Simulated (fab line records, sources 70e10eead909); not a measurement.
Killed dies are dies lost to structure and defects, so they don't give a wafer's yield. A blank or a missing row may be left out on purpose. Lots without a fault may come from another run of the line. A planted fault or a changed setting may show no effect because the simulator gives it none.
Which tool did it? | flow nand_harc | 12 lots, 36 wafers sampled, at 5 steps of a route of 1159

WHAT THE GAUGES READ, wafer by wafer
NHARC_P_M2_INSPECT_11.
lot  | measured     | on                | raw_defect_count
L075 | day 6 13:58  | defect_inspect-02 | 2 3 5
L076 | day 7 04:12  | defect_inspect-01 | 5 4 4
L080 | day 7 13:04  | defect_inspect-02 | 1 5 2
L082 | day 7 23:09  | defect_inspect-01 | 1 1 1
L085 | day 8 17:10  | defect_inspect-01 | 4 4 1
L084 | day 8 19:43  | defect_inspect-02 | 1 3 1
L086 | day 9 06:15  | defect_inspect-02 | 2 1 4
L088 | day 9 17:20  | defect_inspect-01 | 3 6 7
L091 | day 10 12:38 | defect_inspect-02 | 5 4 3
L093 | day 10 23:08 | defect_inspect-01 | 3 3 4
L096 | day 11 17:32 | defect_inspect-02 | 0 4 3
L097 | day 11 19:12 | defect_inspect-02 | 2 5 5

WHICH TOOL RAN EACH LOT (tool, then ch and the chambers of the sampled wafers, then the start)
lot  | NHARC_P_CONTACT_PVD_32                  | NHARC_P_M0_STRIP_18                | NHARC_P_M1_DESCUM_14               | NHARC_P_M1_DEGAS_29
L075 | pvd_sputter-02, day 6 06:07 or earlier  | rie_diel-11 ch 1,2,3, day 6 06:07  | rie_diel-05 ch 1,2,3, day 6 09:48  | pvd_sputter-02, day 6 10:52
L076 | pvd_sputter-02, day 6 20:11 or earlier  | rie_diel-07 ch 1,2,3, day 6 20:11  | rie_diel-05 ch 1,2,3, day 6 23:54  | pvd_sputter-02, day 7 01:08
L080 | pvd_sputter-02, day 7 05:14 or earlier  | rie_diel-11 ch 2,3, day 7 05:14    | rie_diel-13 ch 0,2, day 7 08:57    | pvd_sputter-01, day 7 09:58
L082 | pvd_sputter-01, day 7 15:07 or earlier  | rie_diel-11 ch 1,2, day 7 15:07    | rie_diel-13 ch 0,1,2, day 7 19:07  | pvd_sputter-03, day 7 20:13
L085 | pvd_sputter-03, day 8 09:19 or earlier  | rie_diel-04 ch 0,1, day 8 09:19    | rie_diel-08 ch 2,3, day 8 13:02    | pvd_sputter-03, day 8 14:05
L084 | pvd_sputter-03, day 8 11:58 or earlier  | rie_diel-04 ch 0,3, day 8 11:58    | rie_diel-08 ch 1,2, day 8 15:32    | pvd_sputter-03, day 8 16:35
L086 | pvd_sputter-02, day 8 22:16 or earlier  | rie_diel-07 ch 0,2,3, day 8 22:16  | rie_diel-08 ch 1,2, day 9 02:14    | pvd_sputter-02, day 9 03:18
L088 | pvd_sputter-03, day 9 09:05 or earlier  | rie_diel-07 ch 0,2,3, day 9 09:05  | rie_diel-13 ch 0,1,3, day 9 12:57  | pvd_sputter-03, day 9 14:14
L091 | pvd_sputter-01, day 10 03:41 or earlier | rie_diel-04 ch 0,1, day 10 03:41   | rie_diel-08 ch 1,2,3, day 10 08:17 | pvd_sputter-03, day 10 09:26
L093 | pvd_sputter-02, day 10 15:11 or earlier | rie_diel-11 ch 1,2,3, day 10 15:11 | rie_diel-13 ch 0,2,3, day 10 18:58 | pvd_sputter-01, day 10 20:02
L096 | pvd_sputter-03, day 11 09:53 or earlier | rie_diel-04 ch 1,2,3, day 11 09:53 | rie_diel-08 ch 0,1,3, day 11 13:31 | pvd_sputter-02, day 11 14:32
L097 | pvd_sputter-03, day 11 11:16 or earlier | rie_diel-04 ch 0,1,2, day 11 11:16 | rie_diel-08 ch 1,2, day 11 15:05   | pvd_sputter-03, day 11 16:07
- NHARC_P_CONTACT_PVD_32: deposits Ti, target thk 5 nm, time 17.7 s.
- NHARC_P_M0_STRIP_18: strips in N2/H2.
- NHARC_P_M1_DESCUM_14: chemistry O2, time 3 s.
- NHARC_P_M1_DEGAS_29: time 60 s.

THE ANSWER, worked out from the rows above alone
Rule: what is usual is taken from the lots themselves. Put in order of their means at a reading, lots are off if they are a third of the lots or fewer, leave a main group of 4 or more, and stand apart from it by a gap of 3 or more times the standard deviation of the main group's means; of several such gaps the widest counts. A main group whose means are all the same, to the digits that the tables above print for the reading, isn't used. A lot without any number at a reading at which 4 lots or more have one is off too. The other lots that the step has rows for count as sound.
No lot is off at any reading shown: from this, nothing can be told.

WHAT THE SIMULATOR HAD PUT IN
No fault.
